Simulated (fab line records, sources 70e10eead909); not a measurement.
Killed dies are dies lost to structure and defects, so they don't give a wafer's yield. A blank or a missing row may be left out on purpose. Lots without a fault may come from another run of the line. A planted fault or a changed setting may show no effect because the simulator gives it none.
Chamber matching | flow nand_harc | NHARC_A_CHANNEL_FILL_D1_ALD_16 on ald_hk-01: 4 sister chambers
The step deposits SiO2, target thk 1.5 nm, pulse time 10 s, ald cycles 15. 18 wafers are shown with their chamber, then 9 later ones without.

WAFERS WITH THEIR CHAMBER
wafer  | chamber | heater_power_w (W) | susceptor_temp_C (C) | precursor_pulse_height_rel
L204.4 | 0       | 487                | 300.32               | 1.007
L204.5 | 1       | 463                | 299.91               | 1.034
L204.6 | 2       | 467                | 299.76               | 0.996
L203.1 | 3       | 413                | 299.74               | 0.995
L203.2 | 1       | 471                | 300.00               | 1.014
L203.6 | 1       | 485                | 299.82               | 0.996
L206.2 | 3       | 417                | 299.72               | 0.983
L206.4 | 2       | 463                | 299.95               | 1.021
L206.5 | 2       | 466                | 300.14               | 0.988
L205.1 | 3       | 413                | 300.05               | 0.993
L205.3 | 1       | 485                | 300.06               | 1.015
L205.5 | 2       | 463                | 300.25               | 0.999
L212.1 | 2       | 474                | 299.69               | 1.004
L212.2 | 1       | 471                | 300.01               | 0.996
L212.3 | 0       | 474                | 300.10               | 1.002
L213.1 | 2       | 477                | 299.92               | 1.017
L213.2 | 1       | 479                | 299.99               | 0.970
L213.5 | 3       | 422                | 300.06               | 1.010

SIGNATURES (means of the wafers above)
reading                    | chamber 0 | chamber 1 | chamber 2 | chamber 3 | scatter within a chamber
heater_power_w             | 480.50    | 475.67    | 468.33    | 416.25    | 7.07
susceptor_temp_C           | 300.2100  | 299.9650  | 299.9517  | 299.8925  | 0.169
precursor_pulse_height_rel | 1.00450   | 1.00417   | 1.00417   | 0.99525   | 0.016
Rule: a wafer's distance from a chamber is the root of the sum, over the readings, of the square of ((its reading less the chamber's mean) divided by the reading's scatter). The wafer belongs to the nearest chamber; if the next one is less than 2 further off, it can't be placed. The scatter: the root of (the sum of the squares of (reading less its chamber's mean) over the shown wafers, divided by (wafers less chambers)).

WAFERS WITHOUT THEIR CHAMBER
wafer  | heater_power_w (W) | susceptor_temp_C (C) | precursor_pulse_height_rel
L218.1 | 480                | 299.89               | 0.995
L218.5 | 487                | 299.88               | 1.013
L218.6 | 416                | 299.85               | 0.986
L217.1 | 489                | 300.06               | 0.972
L217.4 | 481                | 300.34               | 0.989
L217.5 | 469                | 299.83               | 0.997
L224.2 | 490                | 299.52               | 0.985
L224.4 | 430                | 300.09               | 1.029
L224.5 | 481                | 299.94               | 1.023

WHICH CHAMBER EACH WENT THROUGH
wafer  | from the rows above          | in truth
L218.1 | can't be placed: 1 or 2 or 0 | 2
L218.5 | can't be placed: 1 or 0 or 2 | 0
L218.6 | 3                            | 3
L217.1 | can't be placed: 0 or 1 or 2 | 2
L217.4 | can't be placed: 0 or 1 or 2 | 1
L217.5 | can't be placed: 2 or 1 or 0 | 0
L224.2 | can't be placed: 1 or 2 or 0 | 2
L224.4 | 3                            | 3
L224.5 | can't be placed: 1 or 0 or 2 | 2
Placed correctly: 2 of 9. Can't be placed from these rows: 7 (the true chamber is among the candidates in 7). Placed wrongly: 0.
